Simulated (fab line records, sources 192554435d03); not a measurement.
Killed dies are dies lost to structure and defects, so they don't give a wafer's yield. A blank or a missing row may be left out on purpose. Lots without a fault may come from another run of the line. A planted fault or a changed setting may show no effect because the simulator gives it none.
A struck lot beside a sound one | flow n5_finfet | 24 steps out of a route of 1938
Sound: wafers L665.1, L665.3, L665.6. Struck: wafers L657.1, L657.4, L657.6. The cause comes at the end.
At each step with rows: each side's tool, then ch and its chambers, then its first start. Under that, the readings that differ: sound wafers | struck wafers | difference of the means | sigmas: that difference in standard deviations of wafers without a fault.
alike: readings whose means differ by less than 2 such deviations, and words and numbers that are the same on both sides. not compared: withheld readings, readings that some wafer has no value for, bounds like >300 that may hide the same value, and numbers for which the record gives no deviation and whose values overlap.
The two part at a step that has a row with sigmas, a row that says differs or no value, or rows on one side only. Numbers that don't overlap but have no deviation are shown without sigmas and don't part them. A reading that every wafer of one side lacks parts them only if that side has two wafers or more.

first, 9 steps without rows for these wafers: N5_BEOL_M1_ILD_DEP_00 (deposits SiOC from DEMS/O2, target thk 79 nm, time 15.3 s); N5_BEOL_M1_PECVD_72 (deposits SiO2 from TEOS/O2, target thk 16 nm, time 18 s); N5_BEOL_M1_HM_DEP_02 (deposits TiN, target thk 20 nm); N5_BEOL_M1_COAT_61 (time 60 s, resist thk 60 nm); N5_BEOL_M1_COAT_62 (time 60 s, resist thk 12 nm); N5_BEOL_M1_COAT_73 (time 60 s, resist thk 5 nm); N5_BEOL_M1_COAT_05 (resist thk 30 nm); N5_BEOL_M1_EBR_07; N5_BEOL_M1_SOFTBAKE_06 (time 60 s).
N5_BEOL_M1_EXPOSE_08: exposes mask M1.
  sound on euv_scanner-02 ch 0, day 10 23:01; struck on euv_scanner-01 ch 0, day 9 10:10
  reading              | sound             | struck            | difference | sigmas
  exposure_dose_mJ_cm2 | 32.98 32.98 33.02 | 32.09 32.11 32.11 | -0.89      | -17
  alike: mask
then, 2 steps without rows for these wafers: N5_BEOL_M1_PEB_09 (peb time 60 s); N5_BEOL_M1_DEVELOP_10 (develop time 30 s).
N5_BEOL_M1_CD_MEAS_11: target cd 17.05 nm.
  sound on cd_sem-02 ch 0, day 10 23:08; struck on cd_sem-03 ch 0, day 9 10:17
  alike: cd_nm
then, 1 step without rows for these wafers: N5_BEOL_M1_DESCUM_16 (chemistry O2, time 7 s).
N5_BEOL_M1_ETCH_74: etches underlayer in N2/H2, target depth 6.5 nm, time 5.2 s.
  sound on rie_diel-02 ch 2,3, day 10 23:19; struck on rie_diel-04 ch 1,2,3, day 9 10:26
  reading                | sound          | struck         | difference | sigmas
  oes_product_au (a.u.)  | 0.62 0.57 0.61 | 0.75 0.81 0.75 | +0.17      | +2
  throttle_valve_pct (%) | 18.4 18.4 18.4 | 17.7 17.6 17.8 | -0.7       | -2
  alike: drypump_motor_current_A, etch_rf_on_time_s, rf_vpp_V, showerhead_plenum_p_Torr
  not compared: rf_hours_counter_h, model.BEOL_M1.cd_offset_nm
then, 5 steps without rows for these wafers: N5_BEOL_M1_ETCH_63 (etches SiARC in CF4, target depth 15.6 nm, time 26 s); N5_BEOL_M1_ETCH_64 (etches SOC in N2/H2, target depth 75 nm, overetch 15 nm, time 112.5 s); N5_BEOL_M1_STRIP_65 (strips in N2/H2); N5_BEOL_M1_STRIP_75 (strips in N2/H2); N5_BEOL_M1_STRIP_66 (strips in CF4).
N5_BEOL_M1_HM_OPEN_17: chemistry Cl2/BCl3, target TiN, target depth 20 nm, overetch 6 nm.
  sound on rie_metal-02 ch 0, day 10 23:38; struck on rie_metal-01 ch 0,1, day 9 10:39
  alike: bcl3_flow_sccm, drypump_motor_current_A, mfc_ar_sccm, oes_product_au, throttle_valve_pct
  not compared: rf_hours_counter_h, model.BEOL_M1.cd_offset_nm
then, 1 step without rows for these wafers: N5_BEOL_M1_STRIP_19 (strips in O2).
N5_BEOL_M4_RC_MEAS_101:
  sound on prober-01 ch 0, day 13 03:11; struck on prober-02 ch 0, day 10 22:19
  alike: DIBL_N, DIBL_P, IOFF_N, IOFF_P, ION_N, ION_P, SS_N, SS_P, VT_N, VT_P
-- the record jumps here: 5 days lie between the struck wafers' starts before and after (it left off in module BEOL_M4 and takes up again in module PASSIVATION, whose first step shown is number 1936 of the route) --
N5_PASSIVATION_PROBE_49:
  sound on prober-01, day 17 16:21; struck on prober-01, day 15 13:27
  reading              | sound | struck   | difference | sigmas
  sort_bin_8_speed (%) | 0 0 0 | 0.25 0 0 | +0.08      | +5
  alike: defect_limited_yield, killed_at_M0_to_M3, killed_at_M4_up, killed_at_contacts, killed_at_front_end, killed_at_other, killed_dies, killed_open, killed_short, sort_bin_5_function, sort_bin_6_memory, sort_n_pass

WHERE THEY PART
First at N5_BEOL_M1_EXPOSE_08; last, within this record, at N5_PASSIVATION_PROBE_49.

WHY: what the simulator had put in
Process parameter drift: euv_scanner-01, from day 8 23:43 on, at N5_BEOL_M1_EXPOSE_08. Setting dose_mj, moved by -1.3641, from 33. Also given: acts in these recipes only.
